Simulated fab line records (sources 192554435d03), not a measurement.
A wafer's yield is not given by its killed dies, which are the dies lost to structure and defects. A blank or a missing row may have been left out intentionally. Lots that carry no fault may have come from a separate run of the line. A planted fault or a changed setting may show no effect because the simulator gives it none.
3 desks looking at one fault ; flow n5_finfet ; every desk sees just its own numbers, and what lay behind them comes last

## AT THE METROLOGY DESK
Means of the sampled wafers that have a number, per lot and without regard to the tool the lot ran on: this is what the gauges read. Marked OUT: a lot whose mean sits more than 4 standard deviations from the usual mean, which makes it out of limits; the brackets give that distance. 7 of its 14 readings are shown, namely those furthest out on some lot.
Columns: A = thk_nm at N5_FIN_SAQP_THK_MEAS_07, usual 59.8 nm; B = cd_nm at N5_FIN_SAQP_CD_MEAS_16, usual 35.60 nm; C = FIN_CORE_OVL at N5_FIN_SAQP_OVL_MEAS_17, usual -0.2 nm; D = IOFF_N at N5_BEOL_M4_RC_MEAS_101, usual 0.164 nA/um; E = ION_P at N5_BEOL_M4_RC_MEAS_101, usual 461 uA/um; F = SS_N at N5_BEOL_M4_RC_MEAS_101, usual 71.6 mV/dec; G = VT_N at N5_BEOL_M4_RC_MEAS_101, usual 249.4 mV
lot;first seen here;A;B;C;D;E;F;G
L526;day 1 20:32;60.2;35.39;-1.9;0.148;459;71.6;251.1
L534;day 3 21:16;59.8;35.77;-1.2;0.161;460;71.1;248.5
L541;day 5 14:56;59.0;35.30;-0.8;0.140;466;71.0;253.4
L542;day 5 22:08;59.2;35.66;0.4;0.158;468;71.6;249.1
L543;day 6 10:21;60.4;35.66;-0.1;0.194;470;72.2;246.4
L547;day 7 03:26;58.6;35.95;-0.5;0.169;462;71.5;247.2
This desk's verdict: no lot among the 6 shows anything out of limits.

## FOR THE TOOL OWNER'S DESK: pecvd-01
The tool's own readings at N5_FIN_SAQP_HM_DEP_72 (deposits SiO2 from SiH4/N2O, target thk 12 nm, time 7.2 s): means of the sampled wafers that have a number, for each lot that ran on this tool. Marked OUT: a lot whose mean sits more than 4 standard deviations from the usual mean, which makes it out of limits; the brackets give that distance.
Columns: A = heater_power_w at N5_FIN_SAQP_HM_DEP_72, usual 671 W; B = showerhead_plenum_p_Torr at N5_FIN_SAQP_HM_DEP_72, usual 8.15 Torr
lot;first seen here;A;B
L534;day 3 21:31;635;8.19
L541;day 5 15:11;566;8.24
L543;day 6 10:35;612;8.20
This desk's verdict: no lot among the 3 shows anything out of limits.

## THE DEFECT DESK
Lot by lot, what the route's inspections counted, given as the mean of those sampled wafers with a number. Marked OUT: a lot whose mean sits more than 4 standard deviations from the usual mean, which makes it out of limits; the brackets give that distance.
Columns: A = raw_defect_count at N5_FIN_SAQP_INSPECT_18, usual 429
lot;first seen here;A
L526;day 1 21:11;407
L534;day 3 22:01;557
L541;day 5 15:41;380
L542;day 6 05:23;368
L543;day 6 10:59;404
L547;day 7 04:12;288
This desk's verdict: no lot among the 6 shows anything out of limits.

## BROUGHT TOGETHER
Metrology desk: nothing out of limits seen.
The tool owner's desk saw nothing out of limits.
The defect desk saw nothing out of limits.

## WHAT HAD BEEN PUT IN BY THE SIMULATOR
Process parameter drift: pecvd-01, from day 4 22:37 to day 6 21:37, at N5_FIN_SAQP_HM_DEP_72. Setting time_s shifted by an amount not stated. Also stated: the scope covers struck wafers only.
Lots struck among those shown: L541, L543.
